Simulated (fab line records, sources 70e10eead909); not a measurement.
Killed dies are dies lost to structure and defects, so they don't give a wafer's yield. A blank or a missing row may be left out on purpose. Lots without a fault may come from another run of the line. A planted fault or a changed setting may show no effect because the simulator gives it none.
Chamber matching | flow nand_harc | NHARC_A_CONTACT_DEP_85 on pecvd-01: 3 sister chambers
The step deposits SiON, target thk 60 nm. 3 wafers are shown with their chamber, then 8 later ones without.

WAFERS WITH THEIR CHAMBER
wafer  | chamber | heater_power_w (W)
L078.2 | 1       | 755
L087.5 | 2       | 600
L091.2 | 0       | 842

WAFERS WITHOUT THEIR CHAMBER
wafer  | heater_power_w (W)
L091.3 | 702
L091.6 | 547
L097.2 | 487
L097.5 | 770
L097.6 | 794
L096.1 | 899
L096.3 | 913
L096.4 | 824

WHICH CHAMBER EACH WENT THROUGH
wafer  | from the rows above          | in truth
L091.3 | can't be placed: 1 or 2 or 0 | 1
L091.6 | 2                            | 2
L097.2 | 2                            | 2
L097.5 | can't be placed: 1 or 0      | 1
L097.6 | can't be placed: 1 or 0      | 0
L096.1 | can't be placed: 0 or 1      | 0
L096.3 | can't be placed: 0 or 1      | 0
L096.4 | can't be placed: 0 or 1      | 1
Placed correctly: 2 of 8. Can't be placed from these rows: 6 (the true chamber is among the candidates in 6). Placed wrongly: 0.
How it was worked out, from the rows above alone: a wafer's distance from a chamber is the root of the sum, over the readings, of the square of ((its reading less the chamber's mean) divided by the reading's scatter). The wafer belongs to the nearest chamber; if the next one is less than 2 further off, it can't be placed. A chamber's mean is the mean of its shown wafers. The scatter: with one shown wafer a chamber, the root of the mean of the squares of how far each hidden wafer lies from its nearest shown one.
